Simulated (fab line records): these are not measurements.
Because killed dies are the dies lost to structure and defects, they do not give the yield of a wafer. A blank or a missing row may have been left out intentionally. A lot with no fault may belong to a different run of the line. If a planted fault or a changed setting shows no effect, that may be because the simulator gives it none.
fab line records ; flow nandHarc
record: lots: 12; wafers: 36; lastDay: 34
route steps=1302 shown A_ONON_D1@441 A_CHANNEL_HOLE_D1@462
lots that met no fault: from a run of the same line without faults
startH: hours from the record's opening day to when the first of the lot's shown wafers began ; waitH: hours elapsed since this lot's preceding step ; " as in the row above ; L1.1+2: one row covering several wafers at once ; - no value, or no start given ; * or withheld: withheld ; < > ~ a bound
route shown NAME@n: names a module that has steps shown in the file, with the first one's number in the route ; usual: mean/standard deviation taken from wafers without a fault ; same: alike in all rows ; chamber/n: place in a boat ; sites: readings site by site ; _std_site: the values' standard deviation ; _edge_site: the outer-site mean with the inner-site mean subtracted ; radiusMm: how far each site lies from the wafer's centre ; mask NAME#n: copy n ; behind: tool/chamber where the wafer was last shaped ; hold: the reason the lot was held/the length of the hold in hours/how it ended ; device: names the non-switching transistor (n, p or np) ; end of line: the same wafers' tests at the end of the route ; step lacking rows: just its recipe ; killed: not the wafer's yield, but the dies lost to structure and defects at the first sort ; map: per-die view of a wafer (x killed, . not killed, _ where there is no die)
set.NAME: the setting as run; set.NAME@STEP: as run at that earlier step ; model.NAME: the simulator's own value behind a step, which no gauge read
the route's steps for a sample of lots (tables are steps, rows are wafers)
services: from which hour (startH, from the record's first day; less than 0 if before it) a tool's chamber was out of use, for how many hours, and why
== steps ==
step: NHARC_A_ONON_D1_THK_MEAS_24
recipe: thkMeasGauge: ellipsometry
usual: thkNm: 1001/8.6
lot.wafer;tool;chamber;startH;waitH;thkNm
L975.1;filmMetro-01;-;177.96;-;1010
L975.2;filmMetro-01;-;177.96;-;1008
L975.6;filmMetro-01;-;177.96;-;1007
L974.3;filmMetro-02;-;177.97;-;984
L974.4;filmMetro-02;-;177.97;-;987
L974.5;filmMetro-02;-;177.97;-;986
L977.1;filmMetro-02;-;204.86;-;997
L977.2;filmMetro-02;-;204.86;-;997
L977.3;filmMetro-02;-;204.86;-;998
L978.1;filmMetro-01;-;204.87;-;984
L978.2;filmMetro-01;-;204.87;-;987
L978.6;filmMetro-01;-;204.87;-;984
L979.2;filmMetro-01;-;229.56;-;992
L979.3;filmMetro-01;-;229.56;-;993
L979.5;filmMetro-01;-;229.56;-;991
L980.2;filmMetro-02;-;237.27;-;1021
L980.3;filmMetro-02;-;237.27;-;1022
L980.4;filmMetro-02;-;237.27;-;1021
L982.1;filmMetro-01;-;254.95;-;1006
L982.3;filmMetro-01;-;254.95;-;1004
L982.5;filmMetro-01;-;254.95;-;1006
L984.1;filmMetro-02;-;277.43;-;1013
L984.2;filmMetro-02;-;277.43;-;1012
L984.3;filmMetro-02;-;277.43;-;1014
L989.1;filmMetro-02;-;323.11;-;1009
L989.2;filmMetro-02;-;323.11;-;1009
L989.3;filmMetro-02;-;323.11;-;1007
L990.3;filmMetro-01;-;336.59;-;993
L990.5;filmMetro-01;-;336.59;-;994
L990.6;filmMetro-01;-;336.59;-;992
L996.1;filmMetro-02;-;397.13;-;1004
L996.3;filmMetro-02;-;397.13;-;1004
L996.4;filmMetro-02;-;397.13;-;1004
L997.3;filmMetro-02;-;404.82;-;1001
L997.4;filmMetro-02;-;404.82;-;1000
L997.6;filmMetro-02;-;404.82;-;1002
step: NHARC_A_ONON_D1_DEP_33
recipe: targetThkA: 2000; tempC: 400; pressureTorr: 6.5; rfW: 900; teosFlowSccm: 161.4; flowSccm: 2650; targetThkNm: 200; gas: O2; material: SiO2
usual: heaterPowerW: 577/84; rfFwdPowerW: 898.2/2.5; showerheadVppV: 1913/84; susceptorTempC: 400.01/0.25; throttleValvePct: 16.3/0.46
lot.wafer;tool;chamber;startH;waitH;heaterPowerW;rfFwdPowerW;showerheadVppV;susceptorTempC;throttleValvePct
L975.2;pecvd-02;0;179.15;0.1;692;900.0;1969;400.01;15.8
L975.1;pecvd-02;1;179.15;0.1;577;903.1;1990;400.33;15.9
L975.6;pecvd-02;1;179.15;0.1;587;897.0;1990;400.39;16.4
L974.3;pecvd-04;2;179.26;0.1;564;894.0;1983;399.79;16.7
L974.5;pecvd-04;1;179.26;0.1;505;898.2;1797;399.88;15.5
L974.4;pecvd-04;2;179.26;0.1;419;896.1;1972;400.17;17.4
L977.1;pecvd-04;1;206.05;0.1;616;902.3;1820;400.32;15.9
L977.3;pecvd-04;2;206.05;0.1;493;896.3;1992;399.80;17.2
L977.2;pecvd-04;0;206.05;0.1;510;903.5;1861;400.02;16.7
L978.2;pecvd-02;0;206.18;0.2;752;897.3;1972;400.54;16.1
L978.1;pecvd-02;2;206.18;0.2;660;898.9;1989;400.18;16.3
L978.6;pecvd-02;0;206.18;0.2;777;897.8;1950;400.40;16.3
L979.3;pecvd-04;1;230.75;0.1;643;896.4;1812;400.26;16.0
L979.2;pecvd-04;0;230.75;0.1;480;901.4;1859;399.84;16.4
L979.5;pecvd-04;0;230.75;0.1;493;895.9;1861;399.88;16.5
L980.2;pecvd-03;0;238.47;0.1;552;899.2;1953;400.19;15.5
L980.3;pecvd-03;2;238.47;0.1;639;899.8;1796;400.24;16.3
L980.4;pecvd-03;1;238.47;0.1;520;899.4;1802;400.21;15.9
L982.3;pecvd-02;2;256.15;0.1;636;901.3;2042;400.07;16.7
L982.1;pecvd-02;1;256.15;0.1;616;896.2;1967;400.45;16.1
L982.5;pecvd-02;0;256.15;0.1;645;896.9;1921;400.17;16.1
L984.1;pecvd-03;2;278.64;0.1;687;893.9;1822;399.79;16.4
L984.2;pecvd-03;0;278.64;0.1;503;897.6;1941;400.33;15.3
L984.3;pecvd-03;1;278.64;0.1;540;895.7;1813;400.06;15.8
L989.2;pecvd-04;2;324.31;0.1;565;897.8;1976;399.81;16.9
L989.1;pecvd-04;0;324.31;0.1;519;538.5;1447;399.45;16.3
L989.3;pecvd-04;1;324.31;0.1;549;899.7;1756;400.03;15.8
L990.3;pecvd-04;1;337.82;0.1;595;902.9;1787;400.57;15.8
L990.6;pecvd-04;0;337.82;0.1;582;538.7;1428;400.13;16.3
L990.5;pecvd-04;1;337.82;0.1;605;899.4;1772;400.16;16.1
L996.1;pecvd-02;2;398.36;0.1;607;898.6;2014;399.28;16.6
L996.3;pecvd-02;0;398.36;0.1;627;895.4;1993;400.06;16.3
L996.4;pecvd-02;2;398.36;0.1;624;902.7;2000;399.68;16.5
L997.3;pecvd-02;0;406.05;0.1;643;903.4;1967;399.79;16.2
L997.4;pecvd-02;2;406.05;0.1;633;898.2;2009;399.92;16.5
L997.6;pecvd-02;0;406.05;0.1;665;899.7;1982;400.02;16.2
step: NHARC_A_ONON_D1_THK_MEAS_34
recipe: thkMeasGauge: ellipsometry
usual: thkNm: 199.6/3
lot.wafer;tool;chamber;startH;waitH;thkNm
L974.3;filmMetro-01;-;179.58;-;191.5
L974.4;filmMetro-01;-;179.58;-;194.9
L974.5;filmMetro-01;-;179.58;-;196.8
L975.1;filmMetro-01;-;179.69;0.4;194.5
L975.2;filmMetro-01;-;179.69;0.4;197.8
L975.6;filmMetro-01;-;179.69;0.4;197.7
L977.1;filmMetro-01;-;206.46;-;196.6
L977.2;filmMetro-01;-;206.46;-;197.1
L977.3;filmMetro-01;-;206.46;-;196.2
L978.1;filmMetro-02;-;206.59;-;196.2
L978.2;filmMetro-02;-;206.59;-;198.7
L978.6;filmMetro-02;-;206.59;-;203.3
L979.2;filmMetro-02;-;231.17;-;197.5
L979.3;filmMetro-02;-;231.17;-;200.5
L979.5;filmMetro-02;-;231.17;-;201.2
L980.2;filmMetro-02;-;238.88;-;198.3
L980.3;filmMetro-02;-;238.88;-;200.2
L980.4;filmMetro-02;-;238.88;-;200.6
L982.1;filmMetro-02;-;256.55;-;193.3
L982.3;filmMetro-02;-;256.55;-;194.7
L982.5;filmMetro-02;-;256.55;-;200.5
L984.1;filmMetro-01;-;279.05;-;197.2
L984.2;filmMetro-01;-;279.05;-;195.7
L984.3;filmMetro-01;-;279.05;-;195.7
L989.1;filmMetro-01;-;324.72;-;170.3
L989.2;filmMetro-01;-;324.72;-;200.5
L989.3;filmMetro-01;-;324.72;-;203.3
L990.3;filmMetro-01;-;338.19;-;200.9
L990.5;filmMetro-01;-;338.19;-;201.7
L990.6;filmMetro-01;-;338.19;-;175.2
L996.1;filmMetro-02;-;398.76;-;199.6
L996.3;filmMetro-02;-;398.76;-;197.4
L996.4;filmMetro-02;-;398.76;-;201.5
L997.3;filmMetro-02;-;406.43;-;194.8
L997.4;filmMetro-02;-;406.43;-;197.6
L997.6;filmMetro-02;-;406.43;-;198.2
step: NHARC_A_CHANNEL_HOLE_D1_CD_MEAS_10
recipe: targetCdNm: 100; landingEnergyEv: 500
usual: cdNm: 100.0/0.46
lot.wafer;tool;chamber;startH;waitH;cdNm
L974.3;cdSem-02;0;182.27;-;100.0
L974.4;cdSem-02;0;182.27;-;100.0
L974.5;cdSem-02;0;182.27;-;100.3
L975.1;cdSem-03;0;182.48;-;99.7
L975.2;cdSem-03;0;182.48;-;100.1
L975.6;cdSem-03;0;182.48;-;99.5
L977.1;cdSem-03;0;213.47;-;100.1
L977.2;cdSem-03;0;213.47;-;99.6
L977.3;cdSem-03;0;213.47;-;99.8
L978.1;cdSem-03;0;214.27;-;100.5
L978.2;cdSem-03;0;214.27;-;100.1
L978.6;cdSem-03;0;214.27;-;99.5
L979.2;cdSem-02;0;233.95;-;99.9
L979.3;cdSem-02;0;233.95;-;99.7
L979.5;cdSem-02;0;233.95;-;99.2
L980.2;cdSem-01;0;241.65;-;100.4
L980.3;cdSem-01;0;241.65;-;100.1
L980.4;cdSem-01;0;241.65;-;100.3
L982.1;cdSem-02;0;264.42;-;100.4
L982.3;cdSem-02;0;264.42;-;100.9
L982.5;cdSem-02;0;264.42;-;100.0
L984.1;cdSem-01;0;282.35;-;100.2
L984.2;cdSem-01;0;282.35;-;99.9
L984.3;cdSem-01;0;282.35;-;100.1
L989.1;cdSem-01;0;329.31;-;99.7
L989.2;cdSem-01;0;329.31;-;99.9
L989.3;cdSem-01;0;329.31;-;100.4
L990.3;cdSem-03;0;342.10;-;99.8
L990.5;cdSem-03;0;342.10;-;99.8
L990.6;cdSem-03;0;342.10;-;99.4
L996.1;cdSem-03;0;401.67;-;99.3
L996.3;cdSem-03;0;401.67;-;100.0
L996.4;cdSem-03;0;401.67;-;99.4
L997.3;cdSem-01;0;410.11;-;100.7
L997.4;cdSem-01;0;410.11;-;99.9
L997.6;cdSem-01;0;410.11;-;99.9
step: NHARC_A_CHANNEL_HOLE_D1_ETCH_38
recipe: targetDepthA: 390; overEtchFrac: 0.3; timeS: 65; ionEnergyEv: 80; cf4FlowSccm: 150; arFlowSccm: 0; rfW: 300; biasW: 100; chemistry: CF4
usual: biasW: 100.03/0.29; drypumpMotorCurrentA: 5.8/0.48; oesProductAu: 1.002/0.0096; rfVppV: 150.9/1.3; showerheadPlenumPTorr: 1.74/0.079; throttleValvePct: 13.282/0.009
lot.wafer;tool;chamber;startH;waitH;biasW;drypumpMotorCurrentA;oesProductAu;rfHoursCounterH;rfVppV;showerheadPlenumPTorr;throttleValvePct
L974.3;rieDiel-05;0;182.55;0.1;99.44;5.6;1.022;46;149.9;1.66;13.283
L974.4;rieDiel-05;0;182.55;0.1;99.81;5.6;1.016;-;150.4;1.66;13.298
L974.5;rieDiel-05;1;182.55;0.1;100.01;6.2;1.007;-;149.4;1.65;13.284
L975.1;rieDiel-13;0;182.93;0.2;100.12;5.6;0.981;4;151.4;1.69;13.262
L975.2;rieDiel-13;3;182.93;0.2;100.38;5.9;1.018;3;150.2;1.68;13.257
L975.6;rieDiel-13;1;182.93;0.2;100.12;6.6;1.008;-;152.4;1.89;13.283
L977.2;rieDiel-01;0;213.74;0.1;100.65;5.6;1.014;0;150.9;1.77;13.278
L977.1;rieDiel-01;2;213.74;0.1;100.11;5.1;0.990;0;151.4;1.68;13.278
L977.3;rieDiel-01;3;213.74;0.1;99.55;5.3;1.008;0;151.0;1.81;13.277
L978.2;rieDiel-05;0;214.57;0.1;99.92;5.6;0.996;57;150.2;1.66;13.283
L978.1;rieDiel-05;2;214.57;0.1;99.84;5.8;0.998;57;150.7;1.74;13.269
L978.6;rieDiel-05;2;214.57;0.1;100.45;5.8;1.010;-;150.4;1.74;13.285
L979.2;rieDiel-01;2;234.23;0.1;100.29;5.1;0.986;1;150.2;1.68;13.285
L979.3;rieDiel-01;3;234.23;0.1;99.88;5.3;1.008;1;151.9;1.81;13.295
L979.5;rieDiel-01;0;234.23;0.1;100.36;5.7;0.995;-;152.0;1.77;13.264
L980.2;rieDiel-05;1;242.01;0.2;100.06;6.1;1.001;1;151.6;1.91;13.276
L980.3;rieDiel-05;2;242.01;0.2;100.19;5.8;1.011;1;150.3;1.74;13.272
L980.4;rieDiel-05;0;242.01;0.2;99.86;5.6;1.025;-;150.1;1.65;13.274
L982.3;rieDiel-05;1;264.70;0.1;100.12;6.1;0.997;9;152.1;1.91;13.292
L982.1;rieDiel-05;2;264.70;0.1;100.20;5.8;1.005;9;151.2;1.74;13.274
L982.5;rieDiel-05;1;264.70;0.1;100.05;6.1;1.001;-;152.2;1.91;13.290
L984.2;rieDiel-01;0;282.62;0.1;99.95;5.6;0.998;5;151.4;1.77;13.269
L984.3;rieDiel-01;2;282.62;0.1;100.15;5.2;0.994;5;149.9;1.68;13.288
L984.1;rieDiel-01;3;282.62;0.1;99.94;5.3;0.998;5;151.0;1.81;13.287
L989.3;rieDiel-01;1;329.69;0.1;100.24;6.5;0.994;8;150.2;1.69;13.279
L989.1;rieDiel-01;2;329.69;0.1;99.55;5.1;0.997;8;148.6;1.68;13.293
L989.2;rieDiel-01;0;329.69;0.1;99.93;5.6;0.997;9;150.8;1.76;13.305
L990.3;rieDiel-01;0;342.38;0.1;99.68;5.7;0.995;10;150.7;1.76;13.272
L990.6;rieDiel-01;0;342.38;0.1;99.94;5.7;1.009;-;150.1;1.76;13.267
L990.5;rieDiel-01;3;342.38;0.1;99.43;5.3;0.990;-;151.6;1.81;13.270
L996.3;rieDiel-13;1;401.94;0.1;100.13;6.6;1.025;22;152.7;1.87;13.274
L996.4;rieDiel-13;2;401.94;0.1;100.67;5.7;1.003;20;152.7;1.89;13.293
L996.1;rieDiel-13;3;401.94;0.1;99.78;5.9;1.000;11;150.6;1.66;13.290
L997.4;rieDiel-01;1;410.38;0.1;100.02;6.5;0.988;2;150.3;1.69;13.272
L997.3;rieDiel-01;3;410.38;0.1;99.92;5.3;1.009;2;150.4;1.81;13.270
L997.6;rieDiel-01;0;410.38;0.1;100.08;5.6;1.002;-;150.5;1.76;13.283
== services ==
tool;chamber;startH;hours;kind
rieDiel-01;0;158.30;-;clean
rieDiel-01;1;158.30;-;clean
rieDiel-13;-;165.10;9.0;pm
pecvd-03;0;169.78;5.7;repair
pecvd-02;2;176.09;4.2;repair
pecvd-03;-;185.75;13.0;pm
pecvd-04;1;202.67;2.5;repair
rieDiel-01;-;203.84;9.0;pm
rieDiel-01;-;225.73;0.3;repair
pecvd-02;-;227.02;13.0;pm
rieDiel-05;-;230.60;9.0;pm
pecvd-03;1;254.97;6.6;repair
pecvd-04;-;269.05;13.0;pm
pecvd-02;1;269.22;14.4;repair
pecvd-02;-;307.47;1.5;repair
pecvd-03;-;309.30;0.9;repair
rieDiel-01;1;334.25;12.9;repair
rieDiel-13;-;342.15;9.0;pm
pecvd-03;-;366.75;13.0;pm
rieDiel-13;3;367.62;6.2;repair
rieDiel-01;-;380.84;9.0;pm
pecvd-04;0;395.88;3.6;repair
rieDiel-05;-;407.60;9.0;pm
pecvd-02;-;408.02;13.0;pm
== key ==
firstSign: step: NHARC_A_ONON_D1_DEP_33; reading: rfFwdPowerW; direction: down; sigmas: 99+; usual: *; struck: *
effect: step: NHARC_A_ONON_D1_DEP_33; reading: showerheadVppV; direction: down; sigmas: 5.7; usual: 1913; struck: 1437
effect: step: NHARC_A_ONON_D1_THK_MEAS_34; reading: thkNm; direction: down; sigmas: 9.1; usual: 199.6; struck: 172.7
metAt NHARC_A_ONON_D1_DEP_33
struckLots L989,L990
struckWafers L989.1,L990.6
testerLeftOut L989,L990
notActingAt NHARC_A_ONON_D1_THK_MEAS_24,NHARC_A_CHANNEL_HOLE_D1_CD_MEAS_10,NHARC_A_CHANNEL_HOLE_D1_ETCH_38
onsetBetween 230.75 324.31
fault: kind: processParameterDrift; tool: pecvd-04; chamber: 0; onsetH: 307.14; steps: NHARC_A_ONON_D1_DEP_33; channel: rfW; offset: *; shape: step; endH: 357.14; actsIn: *; stated: *
testerLeftOut: of these lots the tester's yield and bins aren't shown, on N5 and GAA mostly nor the transistor test; their killed dies are dies lost to structure and defects alone, not to doping, threshold or leakage, so they don't give the yield
